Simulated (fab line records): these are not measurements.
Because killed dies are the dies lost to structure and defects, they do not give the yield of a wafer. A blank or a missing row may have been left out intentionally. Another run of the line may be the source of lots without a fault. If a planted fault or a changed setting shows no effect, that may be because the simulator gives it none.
2 desks looking at one fault    flow n5Finfet    each desk holds nothing but its own numbers, with what lay behind them at the end

== AT THE METROLOGY DESK ==
Lot by lot, what the gauges showed, no matter which tool ran the lot: averages of those sampled wafers that carry a number. If a lot's mean is further than 4 standard deviations from the usual mean, the lot is out of limits and carries the mark OUT (the distance appears in the brackets). 7 of its 17 readings are shown, namely those furthest out on some lot.
Columns: A = IOFF_P at N5_BEOL_M4_RC_MEAS_101, usual 0.22 nA/um; B = IOFF_P_85C at N5_BEOL_M4_RC_MEAS_101, usual 3.8 nA/um; C = IOFF_P_LIN at N5_BEOL_M4_RC_MEAS_101, usual 0.104 nA/um; D = ION_P at N5_BEOL_M4_RC_MEAS_101, usual 465 uA/um; E = REXT_N at N5_BEOL_M4_RC_MEAS_101, usual 75.2 ohm.um; F = REXT_P at N5_BEOL_M4_RC_MEAS_101, usual 100.3 ohm.um; G = VT_P at N5_BEOL_M4_RC_MEAS_101, usual -249.1 mV
lot   first seen here  A     B    C      D    E     F      G
L753  day 8 02:25      0.24  4.0  0.110  467  75.1  106.1  -247.4
L766  day 12 21:37     0.31  4.9  0.133  481  72.6  95.4   -243.4
L768  day 13 19:15     0.26  4.3  0.122  472  71.9  96.0   -244.7
L776  day 14 20:02     0.24  4.2  0.114  472  74.0  97.5   -247.2
This desk found nothing out of limits on any of the 4 lots.

== THE TOOL OWNER'S DESK: aldSin-04 ==
The tool's own readings at N5_SPACER0_ALD_00 (deposits SiOCN, target thk 3.5 nm, pulse time 3 s, purge time 2 s): means of the sampled wafers that have a number, for each lot that ran on this tool. If a lot's mean is further than 4 standard deviations from the usual mean, the lot is out of limits and carries the mark OUT (the distance appears in the brackets).
Columns: A = heaterPowerW at N5_SPACER0_ALD_00, usual 865 W; B = precursorPulseHeightRel at N5_SPACER0_ALD_00, usual 0.999; C = susceptorTempC at N5_SPACER0_ALD_00, usual 400.01 C
lot   first seen here  A    B      C
L753  day 2 23:17      876  1.008  400.10
L766  day 6 05:30      913  1.001  400.13
L768  day 6 18:52      898  0.990  399.91
This desk found nothing out of limits on any of the 3 lots.

== ALL TOGETHER ==
At the metrology desk, nothing out of limits was observed.
The tool owner's desk saw nothing out of limits.

== WHAT THE SIMULATOR PUT IN ==
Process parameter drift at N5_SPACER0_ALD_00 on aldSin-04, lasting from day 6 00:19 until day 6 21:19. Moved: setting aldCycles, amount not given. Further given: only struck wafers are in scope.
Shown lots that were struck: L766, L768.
